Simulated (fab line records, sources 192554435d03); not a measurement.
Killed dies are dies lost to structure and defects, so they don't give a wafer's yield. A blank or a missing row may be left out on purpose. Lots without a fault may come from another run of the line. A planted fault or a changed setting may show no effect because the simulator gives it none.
A struck lot beside a sound one | flow n5_finfet | 18 steps out of a route of 1938
Sound: wafers L323.1, L323.3, L323.5. Struck: wafers L332.1, L332.2, L332.3. The cause comes at the end.
At each step with rows: each side's tool, then ch and its chambers, then its first start. Under that, the readings that differ: sound wafers | struck wafers | difference of the means | sigmas: that difference in standard deviations of wafers without a fault.
alike: readings whose means differ by less than 2 such deviations, and words and numbers that are the same on both sides. not compared: withheld readings, readings that some wafer has no value for, bounds like >300 that may hide the same value, and numbers for which the record gives no deviation and whose values overlap.
The two part at a step that has a row with sigmas, a row that says differs or no value, or rows on one side only. Numbers that don't overlap but have no deviation are shown without sigmas and don't part them. A reading that every wafer of one side lacks parts them only if that side has two wafers or more.

first, 1 step without rows for these wafers: N5_ZERO_LAYER_SRD_01 (time 30 s, dry time 30 s).
N5_ZERO_LAYER_PECVD_02: deposits SiO2 from SiH4/N2O, target thk 10 nm, time 6 s.
  sound on pecvd-02 ch 1,2, day 2 00:17; struck on pecvd-02 ch 0,1,2, day 4 06:17
  alike: heater_power_outer_w, heater_power_w, showerhead_plenum_p_Torr, susceptor_temp_C
then, 8 steps without rows for these wafers: N5_ZERO_LAYER_HMDS_04 (time 60 s); N5_ZERO_LAYER_COAT_05 (resist thk 1000 nm); N5_ZERO_LAYER_EBR_07; N5_ZERO_LAYER_SOFTBAKE_06 (time 90 s); N5_ZERO_LAYER_EXPOSE_08 (exposes mask ZERO, defocus 0 nm, target cd 2000 nm); N5_ZERO_LAYER_PEB_09; N5_ZERO_LAYER_DEVELOP_10 (develop time 60 s); N5_ZERO_LAYER_HARDBAKE_23 (time 120 s).
N5_ZERO_LAYER_CD_MEAS_11: target cd 2000 nm.
  sound on cd_sem-01 ch 0, day 2 00:46; struck on cd_sem-02 ch 0, day 4 06:46
  alike: cd_nm
N5_ZERO_LAYER_DESCUM_16: chemistry O2, time 7.9 s.
  sound on rie_diel-06 ch 0,2,3, day 2 01:05; struck on rie_diel-01 ch 1,2,3, day 4 06:48
  alike: drypump_motor_current_A, oes_product_au, rf_vpp_V, showerhead_plenum_p_Torr, throttle_valve_pct
  not compared: rf_hours_counter_h
N5_ZERO_LAYER_ETCH_17: etches SiO2 in CF4, target depth 12 nm, time 13.3 s.
  sound on rie_diel-06 ch 0,2,3, day 2 01:08; struck on rie_diel-01 ch 1,2,3, day 4 06:50
  no value came back on the struck wafers for any of 7 readings (bias_w (W), cf4_flow_sccm (sccm) and others); on the sound wafers bias_w (W) reads 214.5 215.3 216.2
  reading                                      | sound             | struck            | difference | sigmas
  model.coat_of_ZERO_LAYER_COAT_05.thk_nm (nm) | 969.8 971.2 971.9 | 990.7 988.6 991.2 | +19.2      |
  not compared: rf_hours_counter_h
N5_ZERO_LAYER_ETCH_18: etches Si in HBr/Cl2, target depth 120 nm, time 40 s.
  sound on rie_si-06 ch 0,2,3, day 2 01:12; struck on rie_si-06 ch 0,1,2, day 4 06:55
  reading                                      | sound             | struck          | difference | sigmas
  model.coat_of_ZERO_LAYER_COAT_05.thk_nm (nm) | 931.4 930.8 932.4 | 950.4 949.8 951 | +18.9      |
  alike: HBr_flow_sccm, bias_w, drypump_motor_current_A, oes_product_au, throttle_valve_pct
  not compared: rf_hours_counter_h
N5_ZERO_LAYER_STRIP_24: strips in O2.
  sound on plasma_asher-02 ch 1, day 2 01:18; struck on plasma_asher-02 ch 0,1, day 4 07:01
  reading                      | sound             | struck            | difference | sigmas
  strip_time_to_endpoint_s (s) | 43.88 43.86 43.90 | 44.45 44.43 44.45 | +0.56      | +6
  alike: drypump_motor_current_A, heater_power_w, oes_product_au
  not compared: rf_hours_counter_h
then, 1 step without rows for these wafers: N5_ZERO_LAYER_STRIP_19 (strips in SPM, time 900 s).
N5_BEOL_M4_RC_MEAS_101:
  the record has rows for the sound wafers here (prober-02 ch 0, day 10 02:13) and none for the struck ones
-- the record jumps here: 12 days lie between the struck wafers' starts before and after (it left off in module BEOL_M4 and takes up again in module PASSIVATION, whose first step shown is number 1936 of the route) --
N5_PASSIVATION_PROBE_49:
  sound on prober-01, day 15 11:37; struck on prober-02, day 16 16:45
  reading                  | sound          | struck         | difference | sigmas
  defect_limited_yield (%) | 91.9 90.3 92.3 | 0 0 0          | -92        | -65
  killed_at_front_end      | 27 65 34       | 1114 1114 1122 | +1075      | +90
  killed_dies              | 95 115 91      | 1180 1180 1180 | +1080      | +64
  killed_on_rim            | 14 9 13        | 152 152 152    | +140       | +33
  sort_bin_5_function (%)  | 5.1 5.9 4.7    | 96.8 96.0 96.4 | +91.2      | +97
  sort_n_pass              | 1085 1065 1089 | 0 0 0          | -1080      | -64
  sort_yield_pct (%)       | 91.9 90.3 92.3 | 0 0 0          | -92        | -65
  alike: killed_at_M0_to_M3, killed_at_M4_up, killed_at_contacts, killed_at_other, killed_open, killed_short, sort_bin_6_memory

WHERE THEY PART
First at N5_ZERO_LAYER_ETCH_17; last, within this record, at N5_PASSIVATION_PROBE_49.

WHY: what the simulator had put in
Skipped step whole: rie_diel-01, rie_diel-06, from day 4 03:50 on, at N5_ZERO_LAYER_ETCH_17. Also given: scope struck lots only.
